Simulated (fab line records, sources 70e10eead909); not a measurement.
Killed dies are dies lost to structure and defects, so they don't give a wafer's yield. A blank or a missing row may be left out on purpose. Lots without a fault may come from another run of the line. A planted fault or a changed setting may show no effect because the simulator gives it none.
fab line records | flow nand_harc
record lots=6 wafers=18 last_day=33
route steps=1302 shown HYBRID_BOND@1238 THIN_TSV@1244 END@1302
lots that met no fault: from a run of the same line without faults
start_h: hours from the record's first day to the start of the lot's first wafer shown | wait_h: hours since the lot's step before | " the same as in the row above | L1.1+2: a row that stands for several wafers | - no value, or no start given | * or withheld: withheld | < > ~ a bound
route shown NAME@n: a module of which the file shows steps, and the number in the route of the first | usual: mean/standard deviation of fault-free wafers | same: alike in all rows | chamber/n: place in a boat | sites: the reading at each site | _std_site: their standard deviation | _edge_site: outer sites' mean less inner sites' | radius_mm: how far each site lies from the wafer's centre | mask NAME#n: copy n | behind: the tool/chamber that last shaped the wafer | hold: why the lot was held/for how many hours/how that ended | device: the transistor (n, p or np) that didn't switch | end of line: the same wafers' tests at the end of the route | a step without rows: its recipe alone | killed: dies lost to structure and defects at the first sort, not the wafer's yield | map: a wafer's dies, x killed, . not, _ none there
set.NAME: the setting as run; set.NAME@STEP: as run at that earlier step | model.NAME: the simulator's own value behind a step, which no gauge read
lots at some steps of the route; a table a step, a row a wafer
services: from which hour (start_h, from the record's first day; less than 0 if before it) a tool's chamber was out of use, for how many hours, and why
## steps
# step NHARC_HYBRID_BOND_PRECLEAN_01
# recipe time_s=300 temp_c=23 chemistry=DIW
# step NHARC_HYBRID_BOND_SRD_02
# recipe time_s=30 temp_c=23 dry_time_s=20 spin_rpm=1500
# step NHARC_HYBRID_BOND_BOND_03
# recipe temp_c=25
# step NHARC_HYBRID_BOND_ANNEAL_04
# recipe temp_c=300 time_s=7200 ramp_up_c_per_min=5 ramp_down_c_per_min=3 idle_temp_c=100 pressure_atm=1
# step NHARC_HYBRID_BOND_OVL_MEAS_05
# usual overlay_x_nm=0/37 overlay_y_nm=0/33
# columns lot.wafer tool chamber start_h wait_h overlay_x_nm overlay_y_nm
L879.2 overlay-02 - 551.74 0.4 -4 -8
L879.4 " - " " -28 -62
L879.5 " - " " 15 -3
L885.3 overlay-01 - 609.50 0.4 -38 11
L885.4 " - " " 2 61
L885.5 " - " " -47 14
L886.2 overlay-01 - 621.65 0.4 -52 -18
L886.3 " - " " 70 48
L886.6 " - " " 46 -38
L899.4 overlay-02 - 754.16 0.4 -23 8
L899.5 " - " " 24 75
L899.6 " - " " 54 22
L900.3 overlay-02 - 775.37 0.4 -18 -15
L900.4 " - " " 66 10
L900.5 " - " " 1 41
L901.4 overlay-01 - 775.37 0.4 -8 1
L901.5 " - " " -78 -8
L901.6 " - " " 8 -24
# step NHARC_HYBRID_BOND_INSPECT_06
# recipe inspect_instrument=ir_void
# usual raw_defect_count=93/34
# columns lot.wafer tool chamber start_h wait_h raw_defect_count
L879.2 defect_inspect-01 - 551.79 0.1 52
L879.4 " - " " 49
L879.5 " - " " 65
L885.3 defect_inspect-01 - 609.56 0.1 71
L885.4 " - " " 89
L885.5 " - " " 78
L886.2 defect_inspect-01 - 621.70 0.1 104
L886.3 " - " " 85
L886.6 " - " " 87
L899.4 defect_inspect-01 - 754.24 0.1 81
L899.5 " - " " 75
L899.6 " - " " 75
L900.3 defect_inspect-01 - 775.43 0.1 68
L900.4 " - " " 80
L900.5 " - " " 76
L901.4 defect_inspect-02 - 775.43 0.1 63
L901.5 " - " " 73
L901.6 " - " " 84
# step NHARC_THIN_TSV_GRIND_00
# recipe target_thk_um=6
# step NHARC_THIN_TSV_CMP_01
# recipe target_thk_um=3
# step NHARC_THIN_TSV_THK_MEAS_02
# recipe thk_meas_gauge=ir
# usual thk_nm=3014/220
# columns lot.wafer tool chamber start_h wait_h thk_nm
L879.2 film_metro-02 - 553.45 0.2 3105
L879.4 " - " " 2947
L879.5 " - " " 3286
L885.3 film_metro-02 - 612.40 0.2 2683
L885.4 " - " " 2695
L885.5 " - " " 2905
L886.2 film_metro-02 - 623.82 - 3020
L886.3 " - " " 3058
L886.6 " - " " 3231
L899.4 film_metro-02 - 758.24 0.2 2606
L899.5 " - " " 2903
L899.6 " - " " 3035
L901.4 film_metro-02 - 777.08 - 3057
L901.5 " - " " 3164
L901.6 " - " " 3346
L900.3 film_metro-02 - 778.27 - 3211
L900.4 " - " " 2889
L900.5 " - " " 2827
# step NHARC_THIN_TSV_SRD_03
# step NHARC_THIN_TSV_PRECLEAN_41
# recipe time_s=* temp_c=50 bath_age_min=0 chemistry=SC1
# step NHARC_THIN_TSV_SRD_42
# step NHARC_THIN_TSV_DEP_43
# recipe target_thk_a=13285 temp_c=withheld pressure_torr=6.5 rf_w=900 teos_flow_sccm=161.4 flow_sccm=2650 target_thk_nm=1328.5 gas=O2 material=SiO2
# usual rf_fwd_power_W=897.7/2.4 throttle_valve_pct=15.9/0.49
# columns lot.wafer tool chamber start_h wait_h rf_fwd_power_W throttle_valve_pct
L879.2 pecvd-04 2 553.67 - 899.0 16.2
L879.4 " 0 " " 896.3 16.2
L879.5 " 1 " " 896.7 15.3
L885.3 pecvd-03 0 612.71 - 899.1 16.5
L885.4 " 1 " " 896.5 15.4
L885.5 " 2 " " 895.5 15.4
L886.3 pecvd-03 2 624.10 - 900.6 15.2
L886.2 " 0 " " 893.1 16.5
L886.6 " 1 " " 899.0 15.6
L899.4 pecvd-03 2 758.60 - 897.8 15.5
L899.6 " 0 " " 895.9 16.7
L899.5 " 1 " " 898.8 15.5
L901.5 pecvd-04 2 777.44 - 894.0 16.2
L901.4 " 0 " " 897.6 16.0
L901.6 " 1 " " 900.9 15.7
L900.3 pecvd-04 0 778.58 - 900.2 16.0
L900.4 " 2 " " 900.7 16.2
L900.5 " 0 " " 896.4 16.2
# step NHARC_THIN_TSV_DEHYDRATE_04
# recipe temp_c=150 time_s=120
# step NHARC_THIN_TSV_HMDS_05
# recipe time_s=30
# step NHARC_THIN_TSV_COAT_06
# recipe spin_rpm=*
# step NHARC_THIN_TSV_SOFTBAKE_07
# recipe temp_c=122 time_s=95
# step NHARC_THIN_TSV_EBR_08
# step NHARC_THIN_TSV_EXPOSE_09
# recipe na=0.55 dose_mj=30.7 mask_id=TSV
# step NHARC_THIN_TSV_PEB_10
# recipe peb_temp_c=118 peb_time_s=85
# step NHARC_THIN_TSV_DEVELOP_11
# recipe time_s=70
# step NHARC_THIN_TSV_CD_MEAS_12
# recipe target_cd_nm=1000 landing_energy_ev=500
# usual cd_nm=1000.3/2.1
# columns lot.wafer tool chamber start_h wait_h cd_nm
L879.2 cd_sem-02 0 554.50 - 1000.3
L879.4 " 0 " " 1002.5
L879.5 " 0 " " 999.9
L885.3 cd_sem-03 0 613.33 - 1003.8
L885.4 " 0 " " 1004.2
L885.5 " 0 " " 1001.2
L886.2 cd_sem-01 0 624.75 - 1001.4
L886.3 " 0 " " 996.9
L886.6 " 0 " " 1000.8
L899.4 cd_sem-01 0 759.30 - 999.4
L899.5 " 0 " " 998.4
L899.6 " 0 " " 999.1
L901.4 cd_sem-02 0 778.01 - 1003.9
L901.5 " 0 " " 998.6
L901.6 " 0 " " 999.3
L900.3 cd_sem-01 0 779.33 - 1001.2
L900.4 " 0 " " 998.6
L900.5 " 0 " " 1000.2
# step NHARC_THIN_TSV_HARDBAKE_13
# recipe temp_c=125 time_s=80
# step NHARC_THIN_TSV_DESCUM_14
# recipe time_s=3 o2_flow_sccm=200 ar_flow_sccm=0 bias_power_w=0 chemistry=O2
# usual drypump_motor_current_A=5.7/0.33 oes_product_au=1.000/0.0091 rf_vpp_V=57.6/0.97 showerhead_plenum_p_Torr=1.90/0.056 throttle_valve_pct=11.309/0.009
# columns lot.wafer tool chamber start_h wait_h drypump_motor_current_A oes_product_au rf_hours_counter_h rf_vpp_V showerhead_plenum_p_Torr throttle_valve_pct
L879.2 rie_diel-01 1 554.67 - 5.1 0.995 8.8 57.3 1.80 11.295
L879.4 " 2 " " 5.5 1.004 9.0 56.6 1.96 11.315
L879.5 " 3 " " 5.8 0.996 - 58.0 1.92 11.309
L885.4 rie_diel-01 3 613.50 - 5.8 1.000 3.9 56.4 1.92 11.284
L885.3 " 0 " " 5.9 1.012 2.0 56.6 1.83 11.300
L885.5 " 2 " " 5.4 1.011 - 56.9 1.96 11.298
L886.2 rie_diel-10 3 624.91 - 5.3 1.020 0.2 57.8 1.93 11.300
L886.3 " 2 " " 5.8 1.008 0.2 55.5 1.89 11.321
L886.6 " 3 " " 5.3 1.016 - 60.4 1.93 11.310
L899.4 rie_diel-01 1 759.59 - 5.2 1.010 2.1 58.1 1.80 11.308
L899.6 " 1 " " 5.2 1.014 - 57.1 1.80 11.294
L899.5 " 2 " " 5.4 1.001 - 58.2 1.95 11.305
L901.6 rie_diel-02 2 778.20 - 5.2 1.009 - 56.7 1.89 11.307
L901.5 " 0 " " 6.1 0.993 - 57.8 1.88 11.300
L901.4 " 1 " " 5.8 0.988 - 57.9 1.93 11.323
L900.3 rie_diel-01 3 779.49 - 5.8 1.001 3.1 56.3 1.92 11.311
L900.4 " 2 " " 5.5 1.001 3.0 58.2 1.95 11.291
L900.5 " 3 " " 5.8 1.012 - 57.1 1.92 11.315
# step NHARC_THIN_TSV_ETCH_44
# recipe target_depth_a=15942 time_s=797.1 cf4_flow_sccm=150 o2_flow_sccm=10 ar_flow_sccm=0 rf_w=300 bias_w=800 chemistry=CF4/O2
# step NHARC_THIN_TSV_ETCH_15
# recipe target_depth_a=30000 bosch_target_overetch_cycles=2 bosch_etch_step_s=2.8 bosch_dep_step_s=1.2 bosch_cycles=14
# step NHARC_THIN_TSV_CD_MEAS_16
# usual cd_nm=1000.4/2.2
# columns lot.wafer tool chamber start_h wait_h cd_nm
L879.2 cd_sem-03 - 555.47 0.1 998.8
L879.4 " - " " 1002.9
L879.5 " - " " 999.1
L885.3 cd_sem-01 - 614.29 0.1 1004.4
L885.4 " - " " 1003.6
L885.5 " - " " 1001.6
L886.2 cd_sem-01 - 625.71 0.1 1001.9
L886.3 " - " " 997.1
L886.6 " - " " 1001.7
L899.4 cd_sem-01 - 760.41 0.1 998.6
L899.5 " - " " 998.2
L899.6 " - " " 998.9
L901.4 cd_sem-02 - 779.12 0.1 1003.9
L901.5 " - " " 998.5
L901.6 " - " " 999.8
L900.3 cd_sem-03 - 780.29 0.1 1001.3
L900.4 " - " " 1000.3
L900.5 " - " " 1000.9
# step NHARC_THIN_TSV_STRIP_45
# recipe power_w=1500 temp_c=250 chemistry=O2
# usual drypump_motor_current_A=5.71/0.18 heater_power_w=366/26
# columns lot.wafer tool chamber start_h wait_h drypump_motor_current_A heater_power_w rf_hours_counter_h
L879.2 plasma_asher-01 0 555.54 0.1 5.77 338 4
L879.4 " 1 " " 5.56 337 -
L879.5 " 0 " " 5.77 344 -
L885.3 plasma_asher-02 1 614.45 0.2 5.95 395 -
L885.4 " 0 " " 5.54 356 -
L885.5 " 1 " " 5.96 395 -
L886.2 plasma_asher-02 0 625.78 0.1 5.54 362 3
L886.3 " 1 " " 5.94 399 -
L886.6 " 0 " " 5.54 359 -
L899.4 plasma_asher-02 1 760.61 0.2 5.92 408 -
L899.5 " 0 " " 5.51 368 -
L899.6 " 1 " " 5.97 403 -
L901.4 plasma_asher-02 1 779.28 0.2 5.96 398 -
L901.5 " 1 " " 5.91 405 -
L901.6 " 0 " " 5.56 366 -
L900.3 plasma_asher-01 1 780.60 0.3 5.55 357 -
L900.4 " 0 " " 5.78 329 -
L900.5 " 0 " " 5.78 327 -
# step NHARC_THIN_TSV_STRIP_46
# recipe time_s=1200 temp_c=72.5 chemistry=post_etch_residue_remover
# step NHARC_THIN_TSV_DEP_47
# recipe target_thk_a=2000 temp_c=withheld pressure_torr=6.5 rf_w=900 teos_flow_sccm=161.4 flow_sccm=2650 target_thk_nm=200 gas=O2 material=SiO2
# step NHARC_THIN_TSV_ETCHBACK_48
# recipe target_depth_a=10285 over_etch_frac=0.3 time_s=405.17 ion_energy_ev=250 c4f8_flow_sccm=withheld ar_flow_sccm=withheld rf_w=600 bias_w=300 chemistry=C4F8/Ar
# step NHARC_THIN_TSV_STRIP_62
# recipe power_w=1500 temp_c=250 time_s=20 chemistry=N2/H2
# step NHARC_THIN_TSV_DEGAS_49
# recipe temp_c=300 time_s=120
# step NHARC_THIN_TSV_PRE_CLEAN_50
# recipe time_s=30 temp_c=280 gas=H2/He
# step NHARC_THIN_TSV_PVD_19
# recipe target_thk_a=200 chamber_pressure_pa=5 material=TaN
# step NHARC_THIN_TSV_PVD_51
# recipe target_thk_a=1000 chamber_pressure_pa=5 material=Cu
# usual chamber_pressure_pa=5.000/0.0098 throttle_valve_pct=29.8/0.87
# columns lot.wafer tool chamber start_h wait_h chamber_pressure_pa throttle_valve_pct
L879.4 pvd_sputter-02 - - - 4.992 29.5
L879.2 " - " " 5.003 29.7
L879.5 " - " " 5.009 29.7
L885.3 pvd_sputter-03 - - - 4.990 30.5
L885.4 " - " " 5.001 28.5
L885.5 " - " " 4.987 30.5
L886.2 pvd_sputter-03 - - - 5.002 30.3
L886.3 " - " " 4.981 28.7
L886.6 " - " " 4.980 29.9
L899.4 pvd_sputter-03 - - - 4.990 31.4
L899.6 " - " " 5.008 31.4
L899.5 " - " " 5.009 28.5
L901.4 pvd_sputter-03 - - - 4.982 28.7
L901.6 " - " " 4.996 29.3
L901.5 " - " " 5.001 28.2
L900.4 pvd_sputter-01 - - - 4.989 29.1
L900.3 " - " " 4.998 29.7
L900.5 " - " " 4.996 30.1
# step NHARC_THIN_TSV_ECD_20
# recipe target_thk_a=20000 material=Cu
# step NHARC_THIN_TSV_ANNEAL_52
# recipe temp_c=225 time_s=90
# usual wafer_temp_C_max=226.11/0.28
# columns lot.wafer tool chamber start_h wait_h wafer_temp_C_max
L879.2 rtp_anneal-02 0 558.77 0.9 225.91
L879.4 " 0 " " 225.73
L879.5 " 0 " " 226.11
L885.3 rtp_anneal-02 0 617.51 0.6 225.92
L885.4 " 0 " " 225.79
L885.5 " 0 " " 226.05
L886.2 rtp_anneal-01 0 628.96 0.6 226.34
L886.3 " 0 " " 226.18
L886.6 " 0 " " 226.50
L899.4 rtp_anneal-01 0 763.55 0.6 226.55
L899.5 " 0 " " 226.09
L899.6 " 0 " " 226.18
L901.4 rtp_anneal-02 0 782.58 0.5 225.62
L901.5 " 0 " " 225.69
L901.6 " 0 " " 225.74
L900.3 rtp_anneal-01 0 783.67 0.5 226.02
L900.4 " 0 " " 226.33
L900.5 " 0 " " 226.36
# step NHARC_THIN_TSV_CMP_21
# recipe t_overpolish_s=30 target_thk_nm=2000
# step NHARC_THIN_TSV_SRD_23
# step NHARC_THIN_TSV_DEGAS_53
# recipe temp_c=300 time_s=60
# usual heater_power_w=476/33
# columns lot.wafer tool chamber start_h wait_h heater_power_w
L879.2 pvd_sputter-02 - 559.58 0.1 508
L879.4 " - " " 478
L879.5 " - " " 508
L885.4 pvd_sputter-01 - 618.22 0.1 462
L885.3 " - " " 493
L885.5 " - " " 429
L886.2 pvd_sputter-01 - 629.74 0.1 466
L886.3 " - " " 424
L886.6 " - " " 486
L899.4 pvd_sputter-03 - 764.23 0.1 421
L899.5 " - " " 473
L899.6 " - " " 494
L901.4 pvd_sputter-01 - 783.25 0.1 435
L901.5 " - " " 460
L901.6 " - " " 460
L900.4 pvd_sputter-03 - 784.37 0.1 470
L900.3 " - " " 427
L900.5 " - " " 507
# step NHARC_END_SORT_01
# recipe temp_c=25
# usual defect_limited_yield=89.8/2.9 killed_at_array=65/19 killed_at_other=0.9/1.1 killed_at_periphery=3.5/2.3 killed_dies=69/19 killed_open=3.2/1.8 killed_short=2.4/1.5
# same gross_dies=677
# columns lot.wafer tool chamber start_h wait_h defect_limited_yield[%] killed_at_array killed_at_other killed_at_periphery killed_dies killed_open killed_short
L879.2 prober-02 0 578.28 2.8 92.9 44 0 4 48 6 3
L879.4 prober-02 0 579.87 3.4 92.9 42 1 5 48 3 2
L879.5 prober-02 0 580.67 3.7 92.6 41 0 9 50 2 2
L885.3 prober-02 0 628.91 3.1 91.9 49 0 6 55 1 2
L885.4 prober-02 0 629.71 3.4 89.8 64 0 5 69 4 2
L885.5 prober-02 0 630.52 3.7 0 66 604 7 677 2 7
L886.2 prober-01 0 640.74 2.8 89.1 68 0 6 74 2 1
L886.3 prober-01 0 641.54 3.1 0 69 605 3 677 3 3
L886.6 prober-01 0 643.94 4.0 89.8 64 0 5 69 6 2
L899.6 prober-01 0 776.13 4.0 92.2 48 0 5 53 2 2
# killed by level:class
L879.2 A_SLIT:chamber_film_flake=27 A_WL_FILL:geometric_particle:open=5 A_CHANNEL_HOLE_D2:chamber_film_flake=4 A_WL_FILL:chamber_film_flake=3 P_STI:chamber_film_flake=2 A_ONON_D1:geometric_particle:short=1 A_WL_FILL:geometric_particle:short=1 A_CONTACT:geometric_particle:open=1
L879.4 A_SLIT:chamber_film_flake=21 A_CHANNEL_HOLE_D2:chamber_film_flake=7 P_CONTACT:chamber_film_flake=4 A_STAIRCASE:chamber_film_flake=3 A_CONTACT:chamber_film_flake=3 A_ONON_D1:geometric_particle:open=2 A_CONTACT:unspecified=2 P_M1:geometric_particle:short=1
L879.5 A_SLIT:chamber_film_flake=21 P_CONTACT:chamber_film_flake=7 A_CHANNEL_HOLE_D2:chamber_film_flake=6 A_CONTACT:chamber_film_flake=3 A_CHANNEL_FILL_D1:chamber_film_flake=2 A_STAIRCASE:chamber_film_flake=2 P_M0:geometric_particle:open=1 A_ONON_D1:geometric_particle:open=1
L885.3 A_CHANNEL_HOLE_D1:chamber_film_flake=33 A_CHANNEL_HOLE_D2:chamber_film_flake=11 P_GATE:chamber_film_flake=4 A_CONTACT:chamber_film_flake=2 A_SOURCE_PLATE:geometric_particle:open=1 A_ONON_D1:geometric_particle:short=1 A_CHANNEL_FILL_D2:geometric_particle:short=1 P_ZERO_WELL:chamber_film_flake=1
L885.4 A_CHANNEL_HOLE_D1:chamber_film_flake=40 A_CHANNEL_HOLE_D2:chamber_film_flake=12 A_CONTACT:chamber_film_flake=4 P_GATE:chamber_film_flake=3 P_M0:chamber_film_flake=2 A_SOURCE_PLATE:geometric_particle:short=1 A_ONON_D1:geometric_particle:open=1 A_CHANNEL_FILL_D1:geometric_particle:short=1
L885.5 THIN_TSV:area_dep=604 A_CHANNEL_HOLE_D1:chamber_film_flake=43 A_CHANNEL_HOLE_D2:chamber_film_flake=12 A_CHANNEL_FILL_D1:geometric_particle:short=3 P_M0:chamber_film_flake=3 P_GATE:chamber_film_flake=3 A_ONON_D1:geometric_particle:short=2 A_CONTACT:chamber_film_flake=2
L886.2 A_CHANNEL_HOLE_D1:chamber_film_flake=41 A_CHANNEL_HOLE_D2:chamber_film_flake=11 A_CONTACT:chamber_film_flake=7 P_GATE:chamber_film_flake=3 A_STAIRCASE:chamber_film_flake=3 P_M1:chamber_film_flake=2 A_DECK1_JOINT:chamber_film_flake=2 A_SLIT:chamber_film_flake=2
L886.3 THIN_TSV:area_dep=605 A_CHANNEL_HOLE_D1:chamber_film_flake=36 A_CHANNEL_HOLE_D2:chamber_film_flake=16 A_STAIRCASE:chamber_film_flake=4 A_CONTACT:chamber_film_flake=4 A_SLIT:chamber_film_flake=2 P_GATE:geometric_particle:open=1 P_CONTACT:geometric_particle:open=1
L886.6 A_CHANNEL_HOLE_D1:chamber_film_flake=28 A_CHANNEL_HOLE_D2:chamber_film_flake=15 A_STAIRCASE:chamber_film_flake=3 A_WL_FILL:chamber_film_flake=3 A_CONTACT:chamber_film_flake=3 P_ZERO_WELL:chamber_film_flake=2 A_DECK1_JOINT:chamber_film_flake=2 A_CHANNEL_FILL_D2:chamber_film_flake=2
L899.6 A_CHANNEL_HOLE_D2:chamber_film_flake=19 A_CHANNEL_HOLE_D1:chamber_film_flake=11 A_SLIT:chamber_film_flake=10 P_M2:chamber_film_flake=2 A_STAIRCASE:chamber_film_flake=2 A_CONTACT:chamber_film_flake=2 P_BONDPAD:geometric_particle:open=1 A_ONON_D1:geometric_particle:short=1
# map L885.5 (x killed, . not)
____________x____________
_________xxxxxxx_________
_______xxxxxxxxxxx_______
______xxxxxxxxxxxxx______
_____xxxxxxxxxxxxxxx_____
____xxxxxxxxxxxxxxxxx____
____xxxxxxxxxxxxxxxxx____
___xxxxxxxxxxxxxxxxxxx___
___xxxxxxxxxxxxxxxxxxx___
__xxxxxxxxxxxxxxxxxxxxx__
__xxxxxxxxxxxxxxxxxxxxx__
_xxxxxxxxxxxxxxxxxxxxxxx_
_xxxxxxxxxxxxxxxxxxxxxxx_
_xxxxxxxxxxxxxxxxxxxxxxx_
_xxxxxxxxxxxxxxxxxxxxxxx_
_xxxxxxxxxxxxxxxxxxxxxxx_
xxxxxxxxxxxxxxxxxxxxxxxxx
xxxxxxxxxxxxxxxxxxxxxxxxx
xxxxxxxxxxxxxxxxxxxxxxxxx
xxxxxxxxxxxxxxxxxxxxxxxxx
xxxxxxxxxxxxxxxxxxxxxxxxx
_xxxxxxxxxxxxxxxxxxxxxxx_
_xxxxxxxxxxxxxxxxxxxxxxx_
_xxxxxxxxxxxxxxxxxxxxxxx_
_xxxxxxxxxxxxxxxxxxxxxxx_
_xxxxxxxxxxxxxxxxxxxxxxx_
__xxxxxxxxxxxxxxxxxxxxx__
__xxxxxxxxxxxxxxxxxxxxx__
___xxxxxxxxxxxxxxxxxxx___
___xxxxxxxxxxxxxxxxxxx___
____xxxxxxxxxxxxxxxxx____
____xxxxxxxxxxxxxxxxx____
_____xxxxxxxxxxxxxxx_____
______xxxxxxxxxxxxx______
_______xxxxxxxxxxx_______
_________xxxxxxx_________
____________x____________
# map L886.3 (x killed, . not)
____________x____________
_________xxxxxxx_________
_______xxxxxxxxxxx_______
______xxxxxxxxxxxxx______
_____xxxxxxxxxxxxxxx_____
____xxxxxxxxxxxxxxxxx____
____xxxxxxxxxxxxxxxxx____
___xxxxxxxxxxxxxxxxxxx___
___xxxxxxxxxxxxxxxxxxx___
__xxxxxxxxxxxxxxxxxxxxx__
__xxxxxxxxxxxxxxxxxxxxx__
_xxxxxxxxxxxxxxxxxxxxxxx_
_xxxxxxxxxxxxxxxxxxxxxxx_
_xxxxxxxxxxxxxxxxxxxxxxx_
_xxxxxxxxxxxxxxxxxxxxxxx_
_xxxxxxxxxxxxxxxxxxxxxxx_
xxxxxxxxxxxxxxxxxxxxxxxxx
xxxxxxxxxxxxxxxxxxxxxxxxx
xxxxxxxxxxxxxxxxxxxxxxxxx
xxxxxxxxxxxxxxxxxxxxxxxxx
xxxxxxxxxxxxxxxxxxxxxxxxx
_xxxxxxxxxxxxxxxxxxxxxxx_
_xxxxxxxxxxxxxxxxxxxxxxx_
_xxxxxxxxxxxxxxxxxxxxxxx_
_xxxxxxxxxxxxxxxxxxxxxxx_
_xxxxxxxxxxxxxxxxxxxxxxx_
__xxxxxxxxxxxxxxxxxxxxx__
__xxxxxxxxxxxxxxxxxxxxx__
___xxxxxxxxxxxxxxxxxxx___
___xxxxxxxxxxxxxxxxxxx___
____xxxxxxxxxxxxxxxxx____
____xxxxxxxxxxxxxxxxx____
_____xxxxxxxxxxxxxxx_____
______xxxxxxxxxxxxx______
_______xxxxxxxxxxx_______
_________xxxxxxx_________
____________x____________
## services
# columns tool chamber start_h hours kind
pecvd-03 - 547.57 13.0 pm
rie_diel-01 - 557.80 9.0 pm
pecvd-04 2 558.56 5.7 repair
rie_diel-01 0 568.42 15.4 repair
plasma_asher-02 - 568.63 3.5 repair
pvd_sputter-01 - 582.69 10.0 pm
pvd_sputter-02 - 589.95 0.8 repair
plasma_asher-02 - 603.32 9.0 pm
pecvd-04 - 631.22 13.0 pm
rie_diel-01 0 678.02 2.4 repair
pecvd-04 - 689.77 0.3 repair
rie_diel-01 1 693.36 6.1 repair
pvd_sputter-03 - 704.33 10.0 pm
pvd_sputter-03 - 716.58 1.0 repair
pecvd-03 - 728.80 13.0 pm
rie_diel-01 - 734.80 9.0 pm
rtp_anneal-02 - 744.00 12.0 pm
pvd_sputter-01 - 756.42 1.1 repair
pvd_sputter-01 - 760.69 10.0 pm
rie_diel-01 1 762.33 1.6 repair
pecvd-04 - 766.14 1.1 repair
pecvd-04 - 772.37 0.3 repair
plasma_asher-02 - 780.32 9.0 pm
pecvd-03 2 781.47 9.6 repair
## key
first_sign step=NHARC_END_SORT_01 reading=killed_at_other direction=up sigmas=99+ usual=0.9 struck=604.5
effect step=NHARC_END_SORT_01 reading=defect_limited_yield direction=down sigmas=31 usual=89.8 struck=0
more_kills_born_at NHARC_THIN_TSV_DEP_43@pecvd-03=1209
met_at NHARC_THIN_TSV_DEP_43
struck_wafers L885.5,L886.3
later_rows_left_out L885.5,L886.3
fault kind=process_parameter_drift tool=pecvd-03 chamber=2 onset_h=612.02 steps=NHARC_THIN_TSV_DEP_43 channel=target_thk_nm offset=420.54 shape=step end_h=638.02 acts_in=these_recipes_only stated=1328.5
# later_rows_left_out: the simulator's readings of these wafers behind a module that went badly wrong aren't trusted and aren't shown, but for the sort
